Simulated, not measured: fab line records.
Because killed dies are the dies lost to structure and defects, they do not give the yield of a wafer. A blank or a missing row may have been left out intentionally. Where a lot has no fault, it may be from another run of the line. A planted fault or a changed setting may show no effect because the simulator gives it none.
Which tool did it? | flow nand_harc | 24 lots, 72 wafers sampled, at 6 steps of a route of 1159

== WHAT EACH GAUGE READ, for each wafer ==
NHARC_A_SGD_CUT_CD_MEAS_09 targets a cd of 100 nm. Usual: 100.0 nm for cd_nm, sd 0.47.
lot  | measured     | on        | cd_nm (nm)        | flag
L075 | day 14 05:38 | cd_sem-01 | 100.2 100.0 99.7  |
L076 | day 14 06:01 | cd_sem-01 | 99.5 100.0 100.3  |
L077 | day 14 05:48 | cd_sem-02 | 100.3 100.2 99.0  |
L074 | day 14 19:07 | cd_sem-01 | 99.9 100.5 100.1  |
L078 | day 14 18:22 | cd_sem-02 | 100.4 99.8 100.9  |
L079 | day 15 01:36 | cd_sem-02 | 100.1 100.5 100.4 |
L080 | day 15 01:26 | cd_sem-03 | 99.7 98.8 100.4   |
L082 | day 15 12:17 | cd_sem-03 | 100.0 99.9 100.2  |
L081 | day 15 12:08 | cd_sem-03 | 100.4 100.3 100.0 |
L083 | day 16 03:35 | cd_sem-02 | 100.7 100.3 100.2 |
L085 | day 16 09:02 | cd_sem-01 | 100.4 100.7 100.3 |
L084 | day 16 08:53 | cd_sem-03 | 100.2 100.7 100.4 |
L086 | day 16 20:51 | cd_sem-03 | 100.4 100.0 100.8 |
L087 | day 16 20:49 | cd_sem-02 | 99.7 99.0 99.7    |
L088 | day 16 20:31 | cd_sem-02 | 98.9 99.6 99.6    |
L089 | day 17 20:05 | cd_sem-02 | 99.6 100.1 98.5   |
L090 | day 17 19:24 | cd_sem-03 | 100.2 99.5 100.4  |
L092 | day 18 07:51 | cd_sem-02 | 99.6 99.6 100.0   |
L091 | day 18 07:13 | cd_sem-03 | 100.8 101.0 100.3 |
L093 | day 18 08:48 | cd_sem-01 | 100.1 99.4 99.7   |
L094 | day 18 07:29 | cd_sem-02 | 99.6 99.7 99.4    |
L096 | day 19 04:05 | cd_sem-01 | 99.8 100.0 100.2  |
L095 | day 19 04:24 | cd_sem-02 | 100.1 100.3 99.1  |
L097 | day 19 19:25 | cd_sem-02 | 99.9 100.3 99.4   |

== WHAT TOOL EACH LOT RAN ON (gives the tool, then ch and the chambers of the sampled wafers, and finally the start) ==
lot  | NHARC_A_STAIRCASE_ETCH_230                    | NHARC_A_STAIRCASE_DESCUM_252       | NHARC_A_STAIRCASE_DEP_259       | NHARC_A_STAIRCASE_ETCH_453                    | NHARC_A_STAIRCASE_ETCH_315
L075 | rie_diel-13 ch 2,3, day 11 20:46 or earlier   | rie_diel-03 ch 2,3, day 11 20:46   | pecvd-04 ch 0, day 11 23:42     | rie_diel-06 ch 0,2,3, day 14 05:38 or earlier | rie_diel-06 ch 0,2,3, day 14 05:38 or earlier
L076 | rie_diel-13 ch 0,1, day 11 22:31 or earlier   | rie_diel-03 ch 0,2,3, day 11 22:31 | pecvd-04 ch 0,1, day 12 01:24   | rie_diel-13 ch 2,3, day 14 06:01 or earlier   | rie_diel-13 ch 1,3, day 14 06:01 or earlier
L077 | rie_diel-13 ch 1,3, day 12 01:01 or earlier   | rie_diel-03 ch 0,3, day 12 01:01   | pecvd-04 ch 0,1, day 12 03:54   | rie_diel-03 ch 0,2,3, day 14 05:48 or earlier | rie_diel-03 ch 1,2, day 14 05:48 or earlier
L074 | rie_diel-13 ch 0,2, day 12 01:35 or earlier   | rie_diel-13 ch 0,2, day 12 01:35   | pecvd-04 ch 0,2, day 12 05:54   | rie_diel-03 ch 0,2,3, day 14 19:07 or earlier | rie_diel-03 ch 0,2,3, day 14 19:07 or earlier
L078 | rie_diel-13 ch 0,1,2, day 12 07:17 or earlier | rie_diel-13 ch 1,2,3, day 12 07:17 | pecvd-03 ch 0,2, day 12 12:01   | rie_diel-06 ch 1,3, day 14 18:22 or earlier   | rie_diel-06 ch 0,1,3, day 14 18:22 or earlier
L079 | rie_diel-13 ch 1,2, day 12 09:26 or earlier   | rie_diel-13 ch 1,3, day 12 09:26   | pecvd-03 ch 0,1, day 12 13:54   | rie_diel-03 ch 0,2,3, day 15 01:36 or earlier | rie_diel-03 ch 0,2,3, day 15 01:36 or earlier
L080 | rie_diel-13 ch 0,1,3, day 12 09:45 or earlier | rie_diel-06 ch 2,3, day 12 09:45   | pecvd-04 ch 0,2, day 12 16:58   | rie_diel-13 ch 0,1,3, day 15 01:26 or earlier | rie_diel-13 ch 0,1, day 15 01:26 or earlier
L082 | rie_diel-03 ch 1,3, day 12 20:34 or earlier   | rie_diel-06 ch 1,2, day 12 20:34   | pecvd-03 ch 1,2, day 13 02:38   | rie_diel-06 ch 1,2, day 15 12:17 or earlier   | rie_diel-06 ch 1,3, day 15 12:17 or earlier
L081 | rie_diel-03 ch 2,3, day 12 21:25 or earlier   | rie_diel-06 ch 2,3, day 12 21:25   | pecvd-03 ch 1,2, day 13 03:32   | rie_diel-13 ch 0,1,3, day 15 12:08 or earlier | rie_diel-13 ch 1,2, day 15 12:08 or earlier
L083 | rie_diel-13 ch 0,1,3, day 13 16:55 or earlier | rie_diel-06 ch 0,1,3, day 13 16:55 | pecvd-04 ch 0,1,2, day 13 19:46 | rie_diel-03 ch 0,1,3, day 16 03:35 or earlier | rie_diel-03 ch 1,2,3, day 16 03:35 or earlier
L085 | rie_diel-06 ch 0,1,3, day 13 23:47 or earlier | rie_diel-13 ch 0,2,3, day 13 23:47 | pecvd-03 ch 0,1, day 14 02:38   | rie_diel-03 ch 0,1,3, day 16 09:02 or earlier | rie_diel-03 ch 0,1,2, day 16 09:02 or earlier
L084 | rie_diel-06 ch 0,1,2, day 14 04:03 or earlier | rie_diel-13 ch 0,1,3, day 14 04:03 | pecvd-04 ch 0,1, day 14 06:54   | rie_diel-13 ch 0,1,3, day 16 08:53 or earlier | rie_diel-13 ch 0,1,2, day 16 08:53 or earlier
L086 | rie_diel-03 ch 0,2,3, day 14 09:23 or earlier | rie_diel-03 ch 0,2,3, day 14 09:23 | pecvd-02 ch 0,1,2, day 14 13:40 | rie_diel-03 ch 0,2,3, day 16 20:51 or earlier | rie_diel-03 ch 0,2,3, day 16 20:51 or earlier
L087 | rie_diel-13 ch 0,3, day 14 09:32 or earlier   | rie_diel-06 ch 1,3, day 14 09:32   | pecvd-04 ch 0,1, day 14 14:03   | rie_diel-13 ch 2,3, day 16 20:49 or earlier   | rie_diel-13 ch 0,1,3, day 16 20:49 or earlier
L088 | rie_diel-13 ch 2,3, day 14 14:13 or earlier   | rie_diel-06 ch 1,2,3, day 14 14:13 | pecvd-02 ch 0,2, day 14 17:06   | rie_diel-03 ch 0,3, day 16 20:31 or earlier   | rie_diel-03 ch 0,2,3, day 16 20:31 or earlier
L089 | rie_diel-06 ch 0,1,3, day 15 05:13 or earlier | rie_diel-03 ch 1,2, day 15 05:13   | pecvd-03 ch 0,2, day 15 08:58   | rie_diel-06 ch 0,3, day 17 20:05 or earlier   | rie_diel-06 ch 1,2,3, day 17 20:05 or earlier
L090 | rie_diel-06 ch 1,2, day 15 06:07 or earlier   | rie_diel-03 ch 0,1,3, day 15 06:07 | pecvd-04 ch 0,2, day 15 09:34   | rie_diel-03 ch 0,1, day 17 19:24 or earlier   | rie_diel-03 ch 1,2,3, day 17 19:24 or earlier
L092 | rie_diel-13 ch 0,1,2, day 15 17:32 or earlier | rie_diel-13 ch 0,3, day 15 17:32   | pecvd-04 ch 0,2, day 15 22:21   | rie_diel-03 ch 1,2,3, day 18 07:51 or earlier | rie_diel-03 ch 0,2,3, day 18 07:51 or earlier
L091 | rie_diel-06 ch 0,2, day 15 17:39 or earlier   | rie_diel-13 ch 2,3, day 15 17:39   | pecvd-03 ch 0,1, day 15 23:28   | rie_diel-06 ch 0,1, day 18 07:13 or earlier   | rie_diel-06 ch 2,3, day 18 07:13 or earlier
L093 | rie_diel-06 ch 1,2,3, day 16 00:41 or earlier | rie_diel-03 ch 0,1,2, day 16 00:41 | pecvd-02 ch 0,1,2, day 16 04:32 | rie_diel-13 ch 0,1,3, day 18 08:48 or earlier | rie_diel-13 ch 0,1,3, day 18 08:48 or earlier
L094 | rie_diel-13 ch 0,1,3, day 16 01:43 or earlier | rie_diel-13 ch 0,1,2, day 16 01:43 | pecvd-03 ch 1,2, day 16 06:24   | rie_diel-03 ch 0,2,3, day 18 07:29 or earlier | rie_diel-03 ch 0,2,3, day 18 07:29 or earlier
L096 | rie_diel-13 ch 1,2,3, day 16 16:14 or earlier | rie_diel-13 ch 0,1, day 16 16:14   | pecvd-02 ch 0,1,2, day 16 22:32 | rie_diel-13 ch 1,2,3, day 19 04:05 or earlier | rie_diel-13 ch 0,2,3, day 19 04:05 or earlier
L095 | rie_diel-13 ch 0,1,3, day 16 20:16 or earlier | rie_diel-06 ch 0,2,3, day 16 20:16 | pecvd-02 ch 0,2, day 17 00:14   | rie_diel-03 ch 0,1,3, day 19 04:24 or earlier | rie_diel-03 ch 0,1,3, day 19 04:24 or earlier
L097 | rie_diel-13 ch 2,3, day 17 06:04 or earlier   | rie_diel-03 ch 2,3, day 17 06:04   | pecvd-02 ch 1,2, day 17 11:38   | rie_diel-03 ch 0,3, day 19 19:25 or earlier   | rie_diel-03 ch 0,3, day 19 19:25 or earlier
- NHARC_A_STAIRCASE_ETCH_230: etches the open film in C4F8/O2, target depth 100 nm, time 40.5 s.
- NHARC_A_STAIRCASE_DESCUM_252: chemistry O2, time 3 s.
- NHARC_A_STAIRCASE_DEP_259: deposits SiON, target thk 30 nm.
- NHARC_A_STAIRCASE_ETCH_453: etches the open film in CF4/O2, target depth 30 nm, overetch 3 nm, time 16.5 s.
- NHARC_A_STAIRCASE_ETCH_315: etches the open film in C4F8/O2/Ar, target depth 2500 nm, time 607.1 s.

== AS READ BY THE TOOLS THEMSELVES (means over the sampled wafers that have a number; for cases with no such wafer, the mark the record gives instead) ==
NHARC_A_STAIRCASE_ETCH_230. Usual: oes_product_au 0.949 a.u., standard deviation 0.015; rf_vpp_V 896 V, standard deviation 6.7.
lot  | tool        | oes_product_au (a.u.) | rf_vpp_V (V) | flag
L075 | rie_diel-13 | 0.934                 | 888          |
L076 | rie_diel-13 | 0.958                 | 900          |
L077 | rie_diel-13 | 0.958                 | 891          |
L074 | rie_diel-13 | 0.944                 | 897          |
L078 | rie_diel-13 | 0.929                 | 895          |
L079 | rie_diel-13 | 0.934                 | 894          |
L080 | rie_diel-13 | 0.959                 | 895          |
L082 | rie_diel-03 | 0.950                 | 901          |
L081 | rie_diel-03 | 0.934                 | 903          |
L083 | rie_diel-13 | 0.973                 | 902          |
L085 | rie_diel-06 | 0.943                 | 891          |
L084 | rie_diel-06 | 0.951                 | 895          |
L086 | rie_diel-03 | 0.964                 | 899          |
L087 | rie_diel-13 | 0.927                 | 901          |
L088 | rie_diel-13 | 0.958                 | 892          |
L089 | rie_diel-06 | 0.950                 | 891          |
L090 | rie_diel-06 | 0.945                 | 901          |
L092 | rie_diel-13 | 0.948                 | 895          |
L091 | rie_diel-06 | 0.941                 | 900          |
L093 | rie_diel-06 | 0.943                 | 895          |
L094 | rie_diel-13 | 0.940                 | 901          |
L096 | rie_diel-13 | 0.956                 | 896          |
L095 | rie_diel-13 | 0.949                 | 901          |
L097 | rie_diel-13 | 0.971                 | 893          |

NHARC_A_STAIRCASE_DESCUM_252. Usual: drypump_motor_current_A 5.5 A, standard deviation 0.4; oes_product_au 0.998 a.u., standard deviation 0.01; rf_vpp_V 57.9 V, standard deviation 0.85; showerhead_plenum_p_Torr 1.93 Torr, standard deviation 0.1; throttle_valve_pct 11.312 %, standard deviation 0.0091.
lot  | tool        | drypump_motor_current_A (A) | oes_product_au (a.u.) | rf_vpp_V (V) | showerhead_plenum_p_Torr (Torr) | throttle_valve_pct (%) | flag
L075 | rie_diel-03 | 5.2                         | 0.986                 | 57.9         | 2.04                            | 11.313                 |
L076 | rie_diel-03 | 5.2                         | 0.989                 | 57.8         | 1.98                            | 11.312                 |
L077 | rie_diel-03 | 5.5                         | 0.997                 | 58.4         | 2.01                            | 11.310                 |
L074 | rie_diel-13 | 5.4                         | 1.004                 | 57.1         | 1.92                            | 11.313                 |
L078 | rie_diel-13 | 5.6                         | 1.009                 | 57.8         | 1.83                            | 11.310                 |
L079 | rie_diel-13 | 5.5                         | 1.008                 | 57.4         | 1.88                            | 11.305                 |
L080 | rie_diel-06 | 5.8                         | 1.001                 | 58.5         | 1.98                            | 11.309                 |
L082 | rie_diel-06 | 5.3                         | 0.999                 | 58.3         | 2.00                            | 11.322                 |
L081 | rie_diel-06 | 5.9                         | 1.003                 | 57.7         | 1.90                            | 11.312                 |
L083 | rie_diel-06 | 5.6                         | 0.999                 | 58.0         | 1.83                            | 11.311                 |
L085 | rie_diel-13 | 5.5                         | 1.006                 | 57.3         | 1.94                            | 11.319                 |
L084 | rie_diel-13 | 5.5                         | 1.003                 | 58.3         | 1.99                            | 11.319                 |
L086 | rie_diel-03 | 5.2                         | 0.980                 | 58.6         | 1.97                            | 11.319                 |
L087 | rie_diel-06 | 5.7                         | 0.990                 | 57.5         | 1.82                            | 11.313                 |
L088 | rie_diel-06 | 5.6                         | 0.995                 | 58.1         | 1.91                            | 11.303                 |
L089 | rie_diel-03 | 5.8                         | 1.002                 | 57.7         | 1.96                            | 11.310                 |
L090 | rie_diel-03 | 5.8                         | 0.992                 | 57.4         | 1.96                            | 11.313                 |
L092 | rie_diel-13 | 5.5                         | 0.999                 | 58.0         | 2.00                            | 11.310                 |
L091 | rie_diel-13 | 5.7                         | 1.000                 | 57.6         | 1.97                            | 11.314                 |
L093 | rie_diel-03 | 5.5                         | 0.994                 | 58.0         | 1.93                            | 11.314                 |
L094 | rie_diel-13 | 5.4                         | 0.995                 | 58.0         | 1.89                            | 11.312                 |
L096 | rie_diel-13 | 5.4                         | 0.999                 | 58.6         | 1.94                            | 11.314                 |
L095 | rie_diel-06 | 5.8                         | 0.999                 | 57.6         | 1.89                            | 11.315                 |
L097 | rie_diel-03 | 5.0                         | 0.992                 | 58.3         | 2.00                            | 11.315                 |

NHARC_A_STAIRCASE_DEP_259. Usual: 784 W for heater_power_w, sd 130.
lot  | tool     | heater_power_w (W) | flag
L075 | pecvd-04 | 743                |
L076 | pecvd-04 | 853                |
L077 | pecvd-04 | 793                |
L074 | pecvd-04 | 757                |
L078 | pecvd-03 | 805                |
L079 | pecvd-03 | 721                |
L080 | pecvd-04 | 797                |
L082 | pecvd-03 | 960                |
L081 | pecvd-03 | 907                |
L083 | pecvd-04 | 838                |
L085 | pecvd-03 | 694                |
L084 | pecvd-04 | 853                |
L086 | pecvd-02 | 673                |
L087 | pecvd-04 | 805                |
L088 | pecvd-02 | 724                |
L089 | pecvd-03 | 797                |
L090 | pecvd-04 | 795                |
L092 | pecvd-04 | 837                |
L091 | pecvd-03 | 687                |
L093 | pecvd-02 | 702                |
L094 | pecvd-03 | 955                |
L096 | pecvd-02 | 677                |
L095 | pecvd-02 | 752                |
L097 | pecvd-02 | 670                |

NHARC_A_STAIRCASE_ETCH_453. Usual: drypump_motor_current_A 5.5 A, standard deviation 0.44; oes_product_au 1.000 a.u., standard deviation 0.01; rf_vpp_V 198.3 V, standard deviation 1.6; showerhead_plenum_p_Torr 1.35 Torr, standard deviation 0.065; throttle_valve_pct 13.397 %, standard deviation 0.009.
lot  | tool        | drypump_motor_current_A (A) | oes_product_au (a.u.) | rf_vpp_V (V) | showerhead_plenum_p_Torr (Torr) | throttle_valve_pct (%) | flag
L075 | rie_diel-06 | 5.8                         | 0.999                 | 198.2        | 1.33                            | 13.398                 |
L076 | rie_diel-13 | 5.6                         | 1.008                 | 195.7        | 1.25                            | 13.403                 |
L077 | rie_diel-03 | 5.2                         | 0.990                 | 198.9        | 1.38                            | 13.405                 |
L074 | rie_diel-03 | 5.2                         | 0.986                 | 198.7        | 1.38                            | 13.400                 |
L078 | rie_diel-06 | 5.7                         | 0.997                 | 197.2        | 1.27                            | 13.388                 |
L079 | rie_diel-03 | 5.2                         | 0.994                 | 198.2        | 1.38                            | 13.399                 |
L080 | rie_diel-13 | 5.5                         | 1.003                 | 198.8        | 1.39                            | 13.398                 |
L082 | rie_diel-06 | 5.2                         | 1.006                 | 198.4        | 1.35                            | 13.398                 |
L081 | rie_diel-13 | 5.5                         | 1.002                 | 198.6        | 1.39                            | 13.390                 |
L083 | rie_diel-03 | 5.8                         | 0.990                 | 199.3        | 1.37                            | 13.394                 |
L085 | rie_diel-03 | 5.8                         | 1.004                 | 199.0        | 1.37                            | 13.381                 |
L084 | rie_diel-13 | 5.5                         | 1.001                 | 199.0        | 1.39                            | 13.400                 |
L086 | rie_diel-03 | 5.2                         | 0.994                 | 198.6        | 1.38                            | 13.401                 |
L087 | rie_diel-13 | 5.7                         | 1.001                 | 198.8        | 1.38                            | 13.385                 |
L088 | rie_diel-03 | 5.5                         | 0.996                 | 199.4        | 1.40                            | 13.412                 |
L089 | rie_diel-06 | 5.8                         | 1.004                 | 196.0        | 1.26                            | 13.403                 |
L090 | rie_diel-03 | 5.8                         | 0.996                 | 198.1        | 1.33                            | 13.394                 |
L092 | rie_diel-03 | 5.5                         | 1.002                 | 199.8        | 1.39                            | 13.400                 |
L091 | rie_diel-06 | 5.2                         | 1.002                 | 196.4        | 1.28                            | 13.399                 |
L093 | rie_diel-13 | 5.5                         | 1.006                 | 198.1        | 1.39                            | 13.398                 |
L094 | rie_diel-03 | 5.2                         | 0.998                 | 199.6        | 1.37                            | 13.390                 |
L096 | rie_diel-13 | 5.6                         | 1.005                 | 198.0        | 1.34                            | 13.393                 |
L095 | rie_diel-03 | 5.8                         | 0.998                 | 198.9        | 1.37                            | 13.389                 |
L097 | rie_diel-03 | 5.5                         | 1.009                 | 199.3        | 1.39                            | 13.399                 |

NHARC_A_STAIRCASE_ETCH_315. Usual: oes_product_au 0.931 a.u., standard deviation 0.012; rf_vpp_V 1831 V, standard deviation 12.
lot  | tool        | oes_product_au (a.u.) | rf_vpp_V (V) | flag
L075 | rie_diel-06 | 0.920                 | 1824         |
L076 | rie_diel-13 | 0.940                 | 1815         |
L077 | rie_diel-03 | 0.928                 | 1834         |
L074 | rie_diel-03 | 0.917                 | 1835         |
L078 | rie_diel-06 | 0.928                 | 1816         |
L079 | rie_diel-03 | 0.916                 | 1835         |
L080 | rie_diel-13 | 0.943                 | 1832         |
L082 | rie_diel-06 | 0.935                 | 1815         |
L081 | rie_diel-13 | 0.942                 | 1816         |
L083 | rie_diel-03 | 0.931                 | 1838         |
L085 | rie_diel-03 | 0.932                 | 1830         |
L084 | rie_diel-13 | 0.937                 | 1824         |
L086 | rie_diel-03 | 0.921                 | 1835         |
L087 | rie_diel-13 | 0.924                 | 1836         |
L088 | rie_diel-03 | 0.919                 | 1835         |
L089 | rie_diel-06 | 0.936                 | 1825         |
L090 | rie_diel-03 | 0.926                 | 1838         |
L092 | rie_diel-03 | 0.936                 | 1833         |
L091 | rie_diel-06 | 0.946                 | 1823         |
L093 | rie_diel-13 | 0.937                 | 1836         |
L094 | rie_diel-03 | 0.925                 | 1835         |
L096 | rie_diel-13 | 0.938                 | 1829         |
L095 | rie_diel-03 | 0.921                 | 1833         |
L097 | rie_diel-03 | 0.942                 | 1837         |

== THE ANSWER, worked out from the rows above alone ==
Rule: a lot is off if the mean of its wafers that have a number lies more than 3 standard deviations from the usual mean. A lot without any number at a reading at which 4 lots or more have one is off too. The other lots that the step has rows for count as sound. Order of review: gauges by route order, followed by the tools' own readings, for which a lot's mean as printed above is used. The first step at which some lot is off is used, and at that step the reading that is off furthest; a lot without a number counts as furthest.
Across all readings shown, no lot is off: no conclusion can be drawn from this.

== WHAT THE SIMULATOR HAD INSERTED ==
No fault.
